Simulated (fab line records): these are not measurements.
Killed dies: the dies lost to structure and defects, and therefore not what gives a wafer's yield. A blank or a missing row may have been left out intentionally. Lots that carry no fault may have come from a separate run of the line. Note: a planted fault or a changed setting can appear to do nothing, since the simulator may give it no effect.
fab line records	flow nandHarc
record lots=24	wafers=72	lastDay=34
route steps=1302 shown P_M2@332 P_BONDPAD@365
lots that met no fault: taken from a fault-free run of the same line
startH: hours from the record's first day to the start of the lot's first wafer shown	waitH: hours since the lot's step before	" the same as in the row above	L1.1+2: one row covering several wafers at once	- no value present, or no start provided	* or withheld: withheld	< > ~ a bound
route shown NAME@n: names a module that has steps shown in the file, with the first one's number in the route	usual: average and standard deviation across the fault-free wafers	same: alike in all rows	chamber/n: place in a boat	sites: each site's reading	_std_site: the values' standard deviation	_edge_site: inner sites' mean taken away from outer sites' mean	radiusMm: for every site, how far away it sits from the centre of the wafer	mask NAME#n: copy n	behind: tool/chamber where the wafer was last shaped	hold: reason for holding the lot/hours on hold/outcome of the hold	device: the transistor (n, p or np) that didn't switch	end of line: at the end of the route, the tests of the same wafers	where a step has no rows: the recipe by itself	killed: count of dies lost to structure and defects at first sort (not the wafer's yield)	map: dies across one wafer; x = killed, . = not, _ = none there
set.NAME: the setting the step ran with; set.NAME@STEP: the setting that earlier step ran with	model.NAME: the simulator's own value behind a step, which no gauge read
steps of the route over a sample of lots; a table a step, a row a wafer
services: from which hour (startH, from the record's first day; less than 0 if before it) a tool's chamber was out of use, for how many hours, and why
## steps
# step NHARC_P_M2_ETCH_35
# recipe targetDepthA=400	overetchA=120	timeS=43.94	ionEnergyEv=200	n2FlowSccm=150	h2FlowSccm=150	arFlowSccm=0	rfW=400	biasW=150	chemistry=N2/H2
# usual chamberPressureMTorr=30.000/0.027	drypumpMotorCurrentA=5.6/0.48	oesProductAu=1.000/0.0084	rfVppV=430.7/2.8	showerheadPlenumPTorr=2.04/0.098	throttleValvePct=14.172/0.0085
lot.wafer	tool	chamber	startH	waitH	chamberPressureMTorr	drypumpMotorCurrentA	oesProductAu	rfHoursCounterH	rfVppV	showerheadPlenumPTorr	throttleValvePct
L074.2	rieDiel-13	3	129.94	0.1	29.953	6.0	1.007	9.1	432.5	2.13	14.168
L074.3	"	0	"	"	29.997	5.8	1.005	9.2	427.0	1.92	14.173
L074.1	"	2	"	"	30.007	5.6	1.014	8.1	428.0	1.99	14.176
L075.2	rieDiel-07	2	137.90	0.1	30.035	5.7	1.009	0.3	433.4	2.18	14.175
L075.3	"	3	"	"	30.025	5.4	0.993	0.3	431.7	2.07	14.173
L075.6	"	1	"	"	30.017	6.5	0.995	-	430.2	1.98	14.164
L076.1	rieDiel-05	0	150.77	0.1	29.973	5.0	1.008	3.7	434.5	2.19	14.166
L076.6	"	0	"	"	29.983	5.0	0.998	-	433.8	2.19	14.176
L076.5	"	1	"	"	30.010	5.2	0.996	-	427.8	1.91	14.164
L077.4	rieDiel-07	1	165.96	0.1	29.982	6.5	0.993	1.9	430.9	1.98	14.177
L077.3	"	2	"	"	29.982	5.7	1.001	2.0	434.4	2.18	14.183
L077.5	"	0	"	"	30.000	5.4	0.996	-	428.3	1.95	14.185
L078.3	rieDiel-07	2	166.43	0.1	29.983	5.7	1.005	2.1	434.0	2.18	14.188
L078.6	"	1	"	"	30.049	6.5	1.003	-	429.2	1.98	14.178
L078.5	"	2	"	"	29.984	5.7	1.005	-	435.4	2.18	14.180
L079.1	rieDiel-13	3	175.62	0.1	30.007	6.0	1.001	0.0	433.0	2.13	14.178
L079.6	"	0	"	"	30.001	5.8	1.005	-	426.4	1.92	14.164
L079.5	"	1	"	"	29.960	6.8	1.002	-	432.6	2.12	14.178
L080.1	rieDiel-13	0	192.28	0.1	30.027	5.8	1.003	0.5	426.9	1.92	14.172
L080.4	"	2	"	"	29.966	5.6	1.004	0.5	430.0	1.99	14.169
L080.5	"	0	"	"	30.059	5.8	0.999	-	425.7	1.92	14.167
L081.4	rieDiel-05	1	197.30	0.1	30.025	5.2	0.999	5.3	427.5	1.91	14.171
L081.2	"	2	"	"	30.011	5.6	0.998	5.6	429.8	2.07	14.183
L081.3	"	0	"	"	30.016	5.0	1.007	5.7	434.8	2.19	14.166
L082.3	rieDiel-07	2	218.83	0.1	29.985	5.7	1.014	4.9	435.7	2.18	14.184
L082.2	"	3	"	"	29.998	5.4	1.001	4.7	430.7	2.07	14.167
L082.5	"	2	"	"	30.011	5.7	1.014	-	433.5	2.18	14.171
L083.4	rieDiel-07	1	222.89	0.1	29.962	6.5	1.011	5.6	427.7	1.98	14.180
L083.2	"	3	"	"	29.984	5.4	1.006	4.9	430.7	2.07	14.167
L083.1	"	0	"	"	30.011	5.4	1.005	4.3	426.6	1.95	14.171
L084.2	rieDiel-07	1	226.85	0.1	30.076	6.5	1.015	5.9	428.7	1.98	14.167
L084.1	"	3	"	"	29.986	5.3	1.013	5.1	432.6	2.07	14.157
L084.6	"	2	"	"	30.001	5.7	1.012	-	435.0	2.18	14.168
L085.4	rieDiel-07	0	239.61	0.1	30.009	5.4	1.003	6.0	427.9	1.95	14.172
L085.2	"	1	"	"	29.972	6.5	0.996	6.9	428.9	1.98	14.164
L085.5	"	3	"	"	30.009	5.4	0.997	-	433.1	2.07	14.188
L086.1	rieDiel-05	1	245.35	0.1	30.025	5.2	0.974	0.1	426.4	1.91	14.176
L086.4	"	3	"	"	30.016	5.3	0.985	0.2	429.7	2.00	14.168
L086.5	"	2	"	"	30.006	5.6	0.999	-	431.3	2.07	14.179
L087.3	rieDiel-05	1	256.25	0.1	30.009	5.2	0.983	0.7	427.3	1.91	14.186
L087.2	"	2	"	"	30.025	5.6	0.987	0.7	430.9	2.07	14.181
L087.1	"	0	"	"	29.955	5.0	0.993	0.7	434.5	2.19	14.172
L089.3	rieDiel-05	0	276.09	0.1	29.982	5.0	0.992	2.2	433.5	2.19	14.169
L089.1	"	1	"	"	29.999	5.2	0.987	1.8	426.5	1.91	14.169
L089.5	"	0	"	"	29.989	5.0	0.997	-	435.0	2.19	14.165
L088.3	rieDiel-07	1	277.04	0.1	29.991	6.5	0.995	9.3	429.9	1.98	14.166
L088.2	"	0	"	"	30.015	5.5	1.003	8.5	429.7	1.95	14.161
L088.5	"	2	"	"	30.012	5.7	0.996	-	434.2	2.18	14.168
L090.3	rieDiel-13	0	290.90	0.1	30.029	5.8	0.997	4.1	427.4	1.92	14.161
L090.4	"	2	"	"	29.992	5.6	0.997	4.5	429.1	1.99	14.183
L090.5	"	3	"	"	30.004	6.0	0.984	-	432.8	2.13	14.166
L091.1	rieDiel-05	0	294.66	0.1	30.003	5.0	1.002	2.8	433.0	2.19	14.171
L091.2	"	1	"	"	30.025	5.2	0.996	2.6	426.1	1.91	14.185
L091.6	"	1	"	"	29.994	5.2	0.995	-	428.6	1.91	14.184
L092.2	rieDiel-05	1	314.55	0.1	30.043	5.2	0.997	3.3	427.9	1.91	14.185
L092.6	"	0	"	"	29.963	5.0	1.005	-	435.8	2.19	14.170
L092.5	"	1	"	"	30.012	5.1	1.001	-	426.0	1.91	14.156
L093.1	rieDiel-13	2	319.10	0.1	29.993	5.6	1.009	6.2	429.5	1.99	14.183
L093.4	"	3	"	"	29.938	6.0	0.990	6.1	433.9	2.13	14.162
L093.5	"	3	"	"	29.970	6.0	1.011	-	433.2	2.13	14.161
L094.1	rieDiel-13	3	332.43	0.1	29.989	6.0	0.993	7.6	432.8	2.13	14.179
L094.3	"	0	"	"	29.974	5.8	1.002	7.1	428.9	1.92	14.172
L094.4	"	2	"	"	30.012	5.6	0.999	-	430.2	1.99	14.164
L095.2	rieDiel-07	3	334.14	0.1	29.947	5.4	0.996	2.0	431.0	2.07	14.176
L095.3	"	0	"	"	29.980	5.4	1.004	3.3	428.8	1.95	14.177
L095.6	"	0	"	"	30.010	5.4	1.001	-	426.8	1.95	14.175
L096.4	rieDiel-05	3	350.62	0.1	29.995	5.4	0.985	4.9	429.5	2.00	14.173
L096.5	"	1	"	"	29.969	5.2	0.996	-	426.9	1.91	14.170
L096.6	"	2	"	"	30.024	5.6	0.987	-	430.8	2.06	14.162
L097.4	rieDiel-05	0	367.75	0.1	30.004	5.0	1.003	6.9	433.8	2.18	14.172
L097.1	"	1	"	"	29.958	5.2	0.996	6.8	427.7	1.91	14.169
L097.2	"	3	"	"	30.008	5.4	0.984	5.3	428.1	2.00	14.183
# step NHARC_P_M2_STRIP_18
# recipe powerW=1000	n2FlowSccm=150	h2FlowSccm=150	arFlowSccm=0	biasW=0	chemistry=N2/H2
# usual chamberPressureMTorr=29.996/0.028	drypumpMotorCurrentA=5.5/0.47	oesProductAu=1.001/0.0086	rfVppV=90.8/1.1	showerheadPlenumPTorr=2.05/0.099	throttleValvePct=14.171/0.009
lot.wafer	tool	chamber	startH	waitH	chamberPressureMTorr	drypumpMotorCurrentA	oesProductAu	rfHoursCounterH	rfVppV	showerheadPlenumPTorr	throttleValvePct
L074.2	rieDiel-07	2	130.23	0.1	30.036	5.7	1.014	0.1	91.4	2.18	14.161
L074.1	"	3	"	"	30.011	5.4	0.998	0.1	91.7	2.07	14.174
L074.3	"	0	"	"	29.971	5.4	0.991	0.1	90.5	1.95	14.179
L075.3	rieDiel-05	0	138.21	0.1	30.003	5.0	0.999	3.3	90.5	2.19	14.177
L075.2	"	2	"	"	29.992	5.6	0.996	3.0	91.1	2.07	14.177
L075.6	"	0	"	"	29.998	5.0	1.006	-	91.7	2.19	14.178
L076.1	rieDiel-07	2	151.07	0.1	29.974	5.7	1.006	0.7	91.1	2.18	14.172
L076.5	"	2	"	"	30.020	5.7	1.006	-	92.2	2.18	14.169
L076.6	"	3	"	"	30.012	5.4	1.000	-	92.0	2.07	14.171
L077.4	rieDiel-05	2	166.25	0.1	29.977	5.6	0.996	4.2	90.8	2.07	14.156
L077.3	"	1	"	"	30.033	5.2	1.008	3.9	90.2	1.91	14.181
L077.5	"	2	"	"	30.008	5.6	0.999	-	92.2	2.07	14.183
L078.3	rieDiel-05	2	166.75	0.1	29.974	5.6	0.989	4.3	91.1	2.07	14.178
L078.5	"	1	"	"	30.004	5.2	1.006	-	89.8	1.91	14.187
L078.6	"	2	"	"	29.985	5.6	0.999	-	90.9	2.07	14.183
L079.1	rieDiel-07	1	175.95	0.1	29.910	6.5	1.005	2.5	90.1	1.98	14.172
L079.6	"	3	"	"	29.998	5.4	1.005	-	90.9	2.07	14.161
L079.5	"	0	"	"	30.006	5.4	1.000	-	90.6	1.95	14.177
L080.1	rieDiel-05	1	192.59	0.1	30.003	5.2	0.999	5.1	89.4	1.91	14.179
L080.4	"	3	"	"	29.970	5.4	0.998	5.9	89.9	2.00	14.179
L080.5	"	1	"	"	29.968	5.2	1.011	-	89.8	1.91	14.176
L081.4	rieDiel-13	2	197.59	0.1	29.969	5.6	0.993	0.8	89.7	1.99	14.168
L081.3	"	0	"	"	29.982	5.8	0.990	0.7	88.7	1.92	14.164
L081.2	"	1	"	"	30.002	6.8	1.008	0.7	91.9	2.12	14.180
L082.3	rieDiel-07	3	219.18	0.1	30.004	5.4	1.016	4.8	89.1	2.07	14.181
L082.2	"	0	"	"	29.937	5.4	1.000	4.2	91.3	1.95	14.171
L082.5	"	1	"	"	30.029	6.5	1.011	-	90.1	1.98	14.159
L083.4	rieDiel-07	1	223.18	0.1	29.961	6.5	1.005	5.7	91.0	1.98	14.167
L083.1	"	3	"	"	29.986	5.4	0.998	4.9	91.1	2.07	14.164
L083.2	"	0	"	"	29.965	5.4	1.004	4.3	89.9	1.95	14.166
L084.2	rieDiel-05	0	227.19	0.1	29.982	5.0	1.009	6.2	91.8	2.19	14.175
L084.1	"	1	"	"	29.988	5.2	0.999	5.8	90.8	1.91	14.179
L084.6	"	3	"	"	30.017	5.4	0.987	-	91.2	2.00	14.185
L085.2	rieDiel-13	0	239.96	0.1	29.996	5.8	1.001	3.2	89.6	1.92	14.168
L085.4	"	1	"	"	29.968	6.8	1.010	-	90.8	2.12	14.157
L085.5	"	2	"	"	29.952	5.6	0.997	-	90.4	1.99	14.171
L086.1	rieDiel-05	2	245.67	0.1	30.003	5.6	0.999	0.2	89.3	2.07	14.163
L086.4	"	0	"	"	29.997	5.0	0.997	0.2	91.9	2.19	14.170
L086.5	"	1	"	"	30.011	5.2	0.983	-	89.0	1.91	14.186
L087.3	rieDiel-07	0	256.54	0.1	29.971	5.4	0.997	7.3	89.0	1.95	14.181
L087.1	"	2	"	"	29.980	5.7	1.024	7.5	91.6	2.18	14.175
L087.2	"	3	"	"	30.039	5.4	1.005	8.2	90.4	2.07	14.166
L089.1	rieDiel-13	3	276.40	0.1	30.018	6.0	0.993	4.1	92.1	2.13	14.150
L089.3	"	0	"	"	30.025	5.8	1.000	3.9	90.4	1.92	14.180
L089.5	"	3	"	"	30.029	6.0	0.989	-	91.3	2.13	14.163
L088.2	rieDiel-05	1	277.36	0.1	29.983	5.2	1.006	1.8	88.4	1.91	14.178
L088.3	"	3	"	"	29.954	5.4	0.987	2.5	90.8	2.00	14.183
L088.5	"	0	"	"	29.989	5.0	1.011	-	91.8	2.19	14.159
L090.4	rieDiel-13	2	291.24	0.1	29.969	5.6	0.999	4.6	92.8	1.99	14.154
L090.3	"	3	"	"	29.989	6.0	0.995	4.4	91.9	2.13	14.159
L090.5	"	0	"	"	29.999	5.8	1.002	-	89.9	1.92	14.179
L091.1	rieDiel-05	3	294.95	0.1	29.991	5.4	0.986	3.1	90.8	2.00	14.184
L091.2	"	0	"	"	29.963	5.0	1.001	2.9	91.3	2.19	14.175
L091.6	"	0	"	"	30.009	5.0	1.004	-	92.0	2.19	14.175
L092.2	rieDiel-05	3	314.87	0.1	30.044	5.4	0.995	4.0	89.4	2.00	14.159
L092.6	"	3	"	"	29.993	5.3	0.993	-	91.1	2.00	14.162
L092.5	"	1	"	"	29.990	5.2	0.989	-	89.6	1.91	14.176
L093.4	rieDiel-07	1	319.42	0.1	30.023	6.5	0.991	2.0	90.4	1.97	14.161
L093.1	"	3	"	"	29.993	5.4	1.012	0.6	91.0	2.07	14.175
L093.5	"	1	"	"	30.019	6.5	0.994	-	90.0	1.97	14.173
L094.3	rieDiel-05	0	332.75	0.1	30.027	5.0	1.005	5.4	92.5	2.19	14.173
L094.1	"	1	"	"	29.978	5.2	0.996	5.0	90.2	1.91	14.160
L094.4	"	1	"	"	30.009	5.2	0.998	-	89.7	1.91	14.166
L095.2	rieDiel-05	1	334.43	0.1	29.995	5.2	0.985	5.1	91.3	1.91	14.171
L095.3	"	0	"	"	29.968	5.0	0.997	5.5	92.4	2.19	14.180
L095.6	"	1	"	"	30.004	5.2	0.995	-	91.3	1.91	14.152
L096.4	rieDiel-05	0	350.93	0.1	30.025	5.0	1.007	6.6	92.7	2.18	14.177
L096.5	"	3	"	"	30.015	5.4	1.000	-	91.7	2.00	14.175
L096.6	"	0	"	"	30.049	5.0	1.012	-	91.5	2.18	14.173
L097.1	rieDiel-07	1	368.04	0.1	29.936	6.5	1.000	5.6	92.4	1.97	14.178
L097.4	"	2	"	"	30.006	5.7	1.006	5.2	93.0	2.18	14.175
L097.2	"	3	"	"	30.018	5.4	1.018	3.2	90.9	2.07	14.174
# step NHARC_P_M2_THK_MEAS_24
# recipe thkMeasGauge=xrf
# usual thkNm=144.1/1.4
lot.wafer	tool	chamber	startH	waitH	thkNm
L074.1	filmMetro-01	-	132.58	-	145.8
L074.2	"	-	"	"	146.3
L074.3	"	-	"	"	147.2
L075.2	filmMetro-01	-	140.25	-	145.6
L075.3	"	-	"	"	143.0
L075.6	"	-	"	"	145.0
L076.1	filmMetro-01	-	153.12	-	140.4
L076.5	"	-	"	"	144.0
L076.6	"	-	"	"	143.9
L077.3	filmMetro-01	-	168.34	-	144.1
L077.4	"	-	"	"	143.9
L077.5	"	-	"	"	143.6
L078.3	filmMetro-01	-	168.76	-	142.2
L078.5	"	-	"	"	144.7
L078.6	"	-	"	"	143.1
L079.1	filmMetro-02	-	177.94	-	143.5
L079.5	"	-	"	"	147.0
L079.6	"	-	"	"	144.2
L080.1	filmMetro-02	-	194.66	-	143.2
L080.4	"	-	"	"	144.1
L080.5	"	-	"	"	144.6
L081.2	filmMetro-02	-	199.90	-	145.6
L081.3	"	-	"	"	144.7
L081.4	"	-	"	"	144.0
L082.2	filmMetro-01	-	221.22	-	144.8
L082.3	"	-	"	"	144.6
L082.5	"	-	"	"	144.7
L083.1	filmMetro-02	-	225.30	-	143.8
L083.2	"	-	"	"	144.7
L083.4	"	-	"	"	146.2
L084.1	filmMetro-01	-	229.22	-	143.4
L084.2	"	-	"	"	143.9
L084.6	"	-	"	"	144.5
L085.2	filmMetro-01	-	242.03	-	142.4
L085.4	"	-	"	"	143.3
L085.5	"	-	"	"	141.0
L086.1	filmMetro-02	-	247.71	-	144.4
L086.4	"	-	"	"	143.1
L086.5	"	-	"	"	143.7
L087.1	filmMetro-02	-	258.65	-	144.5
L087.2	"	-	"	"	144.8
L087.3	"	-	"	"	144.6
L089.1	filmMetro-01	-	278.40	-	144.5
L089.3	"	-	"	"	145.7
L089.5	"	-	"	"	142.6
L088.2	filmMetro-01	-	279.39	-	143.8
L088.3	"	-	"	"	143.0
L088.5	"	-	"	"	143.9
L090.3	filmMetro-01	-	293.53	-	144.9
L090.4	"	-	"	"	144.3
L090.5	"	-	"	"	142.8
L091.1	filmMetro-01	-	297.00	-	145.2
L091.2	"	-	"	"	143.3
L091.6	"	-	"	"	145.0
L092.2	filmMetro-01	-	317.00	-	145.3
L092.5	"	-	"	"	145.1
L092.6	"	-	"	"	145.5
L093.1	filmMetro-01	-	321.42	-	145.1
L093.4	"	-	"	"	143.5
L093.5	"	-	"	"	144.9
L094.1	filmMetro-01	-	335.01	-	142.7
L094.3	"	-	"	"	143.3
L094.4	"	-	"	"	142.9
L095.2	filmMetro-02	-	336.53	-	144.7
L095.3	"	-	"	"	144.8
L095.6	"	-	"	"	143.3
L096.4	filmMetro-02	-	352.94	-	143.8
L096.5	"	-	"	"	145.8
L096.6	"	-	"	"	146.0
L097.1	filmMetro-01	-	370.07	-	144.4
L097.2	"	-	"	"	143.3
L097.4	"	-	"	"	143.7
# step NHARC_P_M2_INSPECT_27
# usual rawDefectCount=284/100
lot.wafer	tool	chamber	startH	waitH	rawDefectCount
L074.1	defectInspect-01	-	132.74	0.0	246
L074.2	"	-	"	"	432
L074.3	"	-	"	"	184
L075.2	defectInspect-01	-	140.41	0.0	183
L075.3	"	-	"	"	182
L075.6	"	-	"	"	245
L076.1	defectInspect-02	-	153.28	0.0	611
L076.5	"	-	"	"	369
L076.6	"	-	"	"	276
L077.3	defectInspect-02	-	168.50	0.0	213
L077.4	"	-	"	"	194
L077.5	"	-	"	"	251
L078.3	defectInspect-02	-	168.92	0.0	291
L078.5	"	-	"	"	164
L078.6	"	-	"	"	256
L079.1	defectInspect-02	-	178.10	0.0	183
L079.5	"	-	"	"	220
L079.6	"	-	"	"	484
L080.1	defectInspect-02	-	194.81	0.0	218
L080.4	"	-	"	"	279
L080.5	"	-	"	"	319
L081.2	defectInspect-02	-	200.07	0.1	194
L081.3	"	-	"	"	325
L081.4	"	-	"	"	210
L082.2	defectInspect-02	-	221.41	0.0	206
L082.3	"	-	"	"	267
L082.5	"	-	"	"	225
L083.1	defectInspect-02	-	225.46	0.0	165
L083.2	"	-	"	"	217
L083.4	"	-	"	"	192
L084.1	defectInspect-02	-	229.41	0.0	230
L084.2	"	-	"	"	201
L084.6	"	-	"	"	187
L085.2	defectInspect-01	-	242.21	0.0	191
L085.4	"	-	"	"	195
L085.5	"	-	"	"	394
L086.1	defectInspect-02	-	247.87	0.0	282
L086.4	"	-	"	"	253
L086.5	"	-	"	"	197
L087.1	defectInspect-02	-	258.82	0.0	271
L087.2	"	-	"	"	156
L087.3	"	-	"	"	211
L089.1	defectInspect-01	-	278.56	0.0	222
L089.3	"	-	"	"	551
L089.5	"	-	"	"	298
L088.2	defectInspect-02	-	279.55	0.0	169
L088.3	"	-	"	"	216
L088.5	"	-	"	"	129
L090.3	defectInspect-01	-	293.69	0.0	470
L090.4	"	-	"	"	381
L090.5	"	-	"	"	367
L091.1	defectInspect-01	-	297.15	0.0	313
L091.2	"	-	"	"	390
L091.6	"	-	"	"	426
L092.2	defectInspect-01	-	317.15	0.0	365
L092.5	"	-	"	"	266
L092.6	"	-	"	"	365
L093.1	defectInspect-02	-	321.58	0.0	419
L093.4	"	-	"	"	406
L093.5	"	-	"	"	518
L094.1	defectInspect-01	-	335.16	0.0	423
L094.3	"	-	"	"	217
L094.4	"	-	"	"	201
L095.2	defectInspect-02	-	336.69	0.0	403
L095.3	"	-	"	"	679
L095.6	"	-	"	"	364
L096.4	defectInspect-02	-	353.10	0.0	211
L096.5	"	-	"	"	190
L096.6	"	-	"	"	250
L097.1	defectInspect-02	-	370.23	0.0	276
L097.2	"	-	"	"	282
L097.4	"	-	"	"	244
# step NHARC_P_M2_PRE_CLEAN_32
# recipe timeS=12	tempC=370	rfPowerW=300	gas=NH3
# usual heaterPowerW=649/85	susceptorTempC=370.00/0.19
lot.wafer	tool	chamber	startH	waitH	heaterPowerW	susceptorTempC
L074.3	pecvd-03	1	132.80	0.1	814	370.10
L074.2	"	2	"	"	605	369.84
L074.1	"	0	"	"	694	370.41
L075.2	pecvd-02	0	140.54	0.1	730	369.91
L075.3	"	1	"	"	649	369.81
L075.6	"	1	"	"	674	369.85
L076.1	pecvd-02	2	153.38	0.1	524	370.13
L076.5	"	1	"	"	651	370.16
L076.6	"	2	"	"	529	370.32
L077.3	pecvd-02	1	168.59	0.1	696	370.38
L077.5	"	0	"	"	755	369.96
L077.4	"	1	"	"	676	370.21
L078.3	pecvd-02	1	168.98	0.1	675	369.93
L078.5	"	1	"	"	662	369.64
L078.6	"	0	"	"	697	370.23
L079.1	pecvd-01	1	178.18	0.1	650	370.31
L079.5	"	0	"	"	599	370.21
L079.6	"	1	"	"	669	370.27
L080.1	pecvd-01	1	194.91	0.1	690	370.13
L080.5	"	2	"	"	500	370.00
L080.4	"	1	"	"	652	369.80
L081.3	pecvd-03	1	200.14	0.1	807	370.23
L081.2	"	2	"	"	587	369.94
L081.4	"	0	"	"	708	369.93
L082.2	pecvd-01	2	221.48	0.1	472	369.68
L082.3	"	0	"	"	646	369.94
L082.5	"	1	"	"	691	370.10
L083.1	pecvd-03	0	225.54	0.1	685	370.16
L083.2	"	1	"	"	702	369.82
L083.4	"	1	"	"	714	369.87
L084.2	pecvd-03	0	229.48	0.1	694	370.14
L084.1	"	2	"	"	630	369.78
L084.6	"	1	"	"	793	370.12
L085.2	pecvd-03	0	242.29	0.1	760	369.83
L085.4	"	2	"	"	566	370.20
L085.5	"	1	"	"	762	369.77
L086.1	pecvd-01	0	247.95	0.1	590	370.09
L086.5	"	2	"	"	551	369.77
L086.4	"	0	"	"	580	370.21
L087.3	pecvd-03	2	258.89	0.1	559	370.12
L087.2	"	0	"	"	691	369.83
L087.1	"	1	"	"	757	370.19
L089.1	pecvd-02	2	278.63	0.1	523	370.22
L089.3	"	0	"	"	701	370.47
L089.5	"	2	"	"	511	369.91
L088.3	pecvd-01	1	279.61	0.1	667	369.78
L088.2	"	2	"	"	580	370.09
L088.5	"	0	"	"	631	369.68
L090.3	pecvd-01	2	293.75	0.1	492	369.93
L090.5	"	2	"	"	499	369.87
L090.4	"	1	"	"	680	369.85
L091.2	pecvd-03	2	297.23	0.1	585	369.88
L091.1	"	0	"	"	788	370.18
L091.6	"	0	"	"	793	369.96
L092.2	pecvd-02	1	317.47	0.3	741	370.01
L092.6	"	0	"	"	676	369.98
L092.5	"	2	"	"	574	369.91
L093.1	pecvd-03	1	321.65	0.1	809	369.80
L093.4	"	1	"	"	813	369.83
L093.5	"	1	"	"	808	370.36
L094.3	pecvd-01	1	335.23	0.1	679	370.01
L094.1	"	0	"	"	603	369.55
L094.4	"	1	"	"	695	370.29
L095.3	pecvd-01	0	336.77	0.1	655	369.95
L095.2	"	1	"	"	694	370.16
L095.6	"	0	"	"	655	370.03
L096.5	pecvd-01	2	353.21	0.1	496	370.07
L096.6	"	0	"	"	647	369.81
L096.4	"	1	"	"	724	369.95
L097.2	pecvd-01	2	370.51	0.3	550	370.28
L097.1	"	0	"	"	593	369.86
L097.4	"	2	"	"	550	370.22
# step NHARC_P_BONDPAD_OVL_MEAS_38
# usual overlayXNm=-1/6	overlayYNm=0/4.2
lot.wafer	tool	chamber	startH	waitH	overlayXNm	overlayYNm
L074.1	overlay-02	-	134.49	-	4	6
L074.2	"	-	"	"	4	5
L074.3	"	-	"	"	3	6
L075.2	overlay-02	-	142.22	-	-3	3
L075.3	"	-	"	"	-3	3
L075.6	"	-	"	"	-4	2
L076.1	overlay-02	-	155.03	-	-3	1
L076.5	"	-	"	"	-3	1
L076.6	"	-	"	"	-3	1
L077.3	overlay-01	-	170.38	-	5	2
L077.4	"	-	"	"	5	2
L077.5	"	-	"	"	6	2
L078.3	overlay-02	-	170.67	-	-4	-2
L078.5	"	-	"	"	-3	-1
L078.6	"	-	"	"	-3	-1
L079.1	overlay-02	-	179.98	-	1	-3
L079.5	"	-	"	"	1	-4
L079.6	"	-	"	"	0	-4
L080.1	overlay-01	-	196.68	-	-7	-1
L080.4	"	-	"	"	-7	0
L080.5	"	-	"	"	-7	0
L081.2	overlay-01	-	201.78	-	-5	0
L081.3	"	-	"	"	-5	-1
L081.4	"	-	"	"	-5	-1
L082.2	overlay-02	-	223.19	-	7	5
L082.3	"	-	"	"	7	5
L082.5	"	-	"	"	7	5
L083.1	overlay-01	-	227.37	-	3	4
L083.2	"	-	"	"	3	4
L083.4	"	-	"	"	3	3
L084.1	overlay-02	-	231.45	-	8	7
L084.2	"	-	"	"	8	6
L084.6	"	-	"	"	8	7
L085.2	overlay-01	-	244.06	-	-1	6
L085.4	"	-	"	"	-1	6
L085.5	"	-	"	"	-1	6
L086.1	overlay-02	-	249.64	-	0	-2
L086.4	"	-	"	"	0	-3
L086.5	"	-	"	"	-1	-2
L087.1	overlay-01	-	260.57	-	2	-4
L087.2	"	-	"	"	2	-4
L087.3	"	-	"	"	2	-4
L089.1	overlay-01	-	280.29	-	-8	-2
L089.3	"	-	"	"	-8	-1
L089.5	"	-	"	"	-8	-2
L088.2	overlay-02	-	281.29	-	3	-4
L088.3	"	-	"	"	3	-4
L088.5	"	-	"	"	3	-4
L090.3	overlay-01	-	295.56	-	-5	-6
L090.4	"	-	"	"	-5	-6
L090.5	"	-	"	"	-5	-6
L091.1	overlay-02	-	299.02	-	-10	-4
L091.2	"	-	"	"	-11	-4
L091.6	"	-	"	"	-10	-4
L092.2	overlay-01	-	319.28	-	-15	7
L092.5	"	-	"	"	-14	7
L092.6	"	-	"	"	-15	7
L093.1	overlay-01	-	323.61	-	4	-1
L093.4	"	-	"	"	4	-1
L093.5	"	-	"	"	5	-2
L094.1	overlay-02	-	337.04	-	-12	5
L094.3	"	-	"	"	-12	6
L094.4	"	-	"	"	-13	6
L095.2	overlay-01	-	338.45	-	-3	-9
L095.3	"	-	"	"	-4	-9
L095.6	"	-	"	"	-4	-9
L096.4	overlay-02	-	354.97	-	-1	-1
L096.5	"	-	"	"	-1	-1
L096.6	"	-	"	"	-2	-1
L097.1	overlay-02	-	372.17	-	6	2
L097.2	"	-	"	"	6	3
L097.4	"	-	"	"	6	2
## services
tool	chamber	startH	hours	kind
rieDiel-07	0	108.30	6.7	repair
rieDiel-07	-	117.20	9.0	pm
pecvd-01	-	130.00	13.0	pm
rieDiel-13	0	155.29	5.9	repair
rieDiel-13	-	165.00	9.0	pm
rieDiel-07	2	199.57	6.0	repair
pecvd-01	-	211.27	0.4	repair
pecvd-01	-	227.27	2.5	repair
rieDiel-05	-	229.60	9.0	pm
rieDiel-13	3	239.38	8.2	repair
rieDiel-07	1	246.61	10.3	repair
rieDiel-13	2	252.45	1.2	repair
rieDiel-13	0	254.60	7.8	repair
rieDiel-07	0	269.96	5.8	repair
rieDiel-07	3	278.54	36.4	repair
rieDiel-07	-	294.20	9.0	pm
rieDiel-05	2	309.21	7.6	repair
pecvd-01	-	311.00	13.0	pm
rieDiel-05	3	315.07	21.7	repair
rieDiel-05	2	323.63	7.3	repair
pecvd-01	1	326.25	2.4	repair
rieDiel-13	1	328.49	5.4	repair
rieDiel-13	-	342.00	9.0	pm
rieDiel-07	3	346.56	9.8	repair
## key
fault none
